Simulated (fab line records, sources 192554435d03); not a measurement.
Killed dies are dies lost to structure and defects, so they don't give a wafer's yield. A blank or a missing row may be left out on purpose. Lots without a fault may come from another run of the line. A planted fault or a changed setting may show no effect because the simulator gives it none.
A struck lot beside a sound one | flow n5_finfet | 28 steps out of a route of 1938
Sound: wafers L722.1, L722.2, L722.4. Struck: wafers L717.4, L717.5, L717.6. The cause comes at the end.
At each step with rows: each side's tool, then ch and its chambers, then its first start. Under that, the readings that differ: sound wafers | struck wafers | difference of the means | sigmas: that difference in standard deviations of wafers without a fault.
alike: readings whose means differ by less than 2 such deviations, and words and numbers that are the same on both sides. not compared: withheld readings, readings that some wafer has no value for, bounds like >300 that may hide the same value, and numbers for which the record gives no deviation and whose values overlap.
The two part at a step that has a row with sigmas, a row that says differs or no value, or rows on one side only. Numbers that don't overlap but have no deviation are shown without sigmas and don't part them. A reading that every wafer of one side lacks parts them only if that side has two wafers or more.

first, 9 steps without rows for these wafers: N5_BEOL_M5_COAT_71 (time 60 s, resist thk 5 nm); N5_BEOL_M5_COAT_05 (resist thk 30 nm); N5_BEOL_M5_EBR_07; N5_BEOL_M5_SOFTBAKE_06 (time 60 s); N5_BEOL_M5_EXPOSE_08 (exposes mask M5, target cd 28 nm); N5_BEOL_M5_PEB_09 (peb time 60 s); N5_BEOL_M5_DEVELOP_10 (develop time 30 s); N5_BEOL_M5_DESCUM_16 (chemistry O2, time 7 s); N5_BEOL_M5_ETCH_72 (etches underlayer in N2/H2, target depth 6.5 nm, time 5.2 s).
N5_BEOL_M5_ETCH_61: etches SiARC in CF4, target depth 15.6 nm, time 26 s.
  sound on rie_diel-05 ch 0,2,3, day 13 20:11; struck on rie_diel-03 ch 0,1, day 12 15:59
  reading               | sound          | struck         | difference | sigmas
  etch_rf_on_time_s (s) | 26.1 26.6 26.4 | 25.8 24.6 25.6 | -1.0       | -2
  alike: drypump_motor_current_A, oes_product_au, rf_vpp_V, showerhead_plenum_p_Torr, throttle_valve_pct
  not compared: rf_hours_counter_h
then, 15 steps without rows for these wafers: N5_BEOL_M5_ETCH_62 (etches SOC in N2/H2, target depth 75 nm, overetch 15 nm, time 112.5 s); N5_BEOL_M5_STRIP_63 (strips in N2/H2); N5_BEOL_M5_STRIP_73 (strips in N2/H2); N5_BEOL_M5_STRIP_64 (strips in CF4); N5_BEOL_M5_HM_OPEN_17 (chemistry Cl2/BCl3, target TiN, target depth 20 nm, overetch 6 nm); N5_BEOL_M5_STRIP_19 (strips in O2); N5_BEOL_M5_COAT_65 (time 60 s, resist thk 60 nm); N5_BEOL_M5_COAT_66 (time 60 s, resist thk 12 nm); N5_BEOL_M5_COAT_74 (time 60 s, resist thk 5 nm); N5_BEOL_M5_COAT_22 (resist thk 30 nm); N5_BEOL_M5_EBR_24; N5_BEOL_M5_SOFTBAKE_23 (time 60 s); N5_BEOL_M5_EXPOSE_25 (exposes mask V4, defocus 10 nm); N5_BEOL_M5_PEB_26 (peb time 60 s); N5_BEOL_M5_DEVELOP_27 (develop time 30 s).
N5_BEOL_M5_INSPECT_30: inspects for defects (brightfield).
  sound on defect_inspect-01, day 13 21:00; struck on defect_inspect-02, day 12 18:50
  reading          | sound       | struck      | difference | sigmas
  raw_defect_count | 301 386 408 | 902 617 726 | +383       | +4
then, 1 step without rows for these wafers: N5_BEOL_M5_DESCUM_33 (chemistry O2, time 7 s).
-- the record jumps here: 4 days lie between the struck wafers' starts before and after (it left off in module BEOL_M5 and takes up again in module PASSIVATION, whose first step shown is number 1936 of the route) --
N5_PASSIVATION_PROBE_49:
  sound on prober-01, day 17 21:47; struck on prober-01, day 16 17:07
  reading                  | sound          | struck         | difference | sigmas
  defect_limited_yield (%) | 92.1 90.0 91.6 | 86.1 86.1 86.7 | -4.9       | -3
  killed_at_M4_up          | 17 15 21       | 71 90 71       | +60        | +11
  killed_dies              | 93 118 99      | 164 164 157    | +58        | +3
  killed_on_rim            | 7 17 8         | 34 32 30       | +21        | +5
  sort_bin_5_function (%)  | 4.5 4.7 5.5    | 8.9 9.5 8.4    | +4.0       | +4
  sort_n_pass              | 1087 1062 1081 | 1016 1016 1023 | -58        | -3
  sort_yield_pct (%)       | 92.1 90.0 91.6 | 86.1 86.1 86.7 | -4.9       | -3
  alike: killed_at_M0_to_M3, killed_at_contacts, killed_at_front_end, killed_at_other, killed_open, killed_short, sort_bin_6_memory

WHERE THEY PART
First at N5_BEOL_M5_ETCH_61; last, within this record, at N5_PASSIVATION_PROBE_49.

WHY: what the simulator had put in
Chamber particle source: rie_diel-03, from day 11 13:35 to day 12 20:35, at N5_BEOL_M5_ETCH_61. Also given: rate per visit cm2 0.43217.
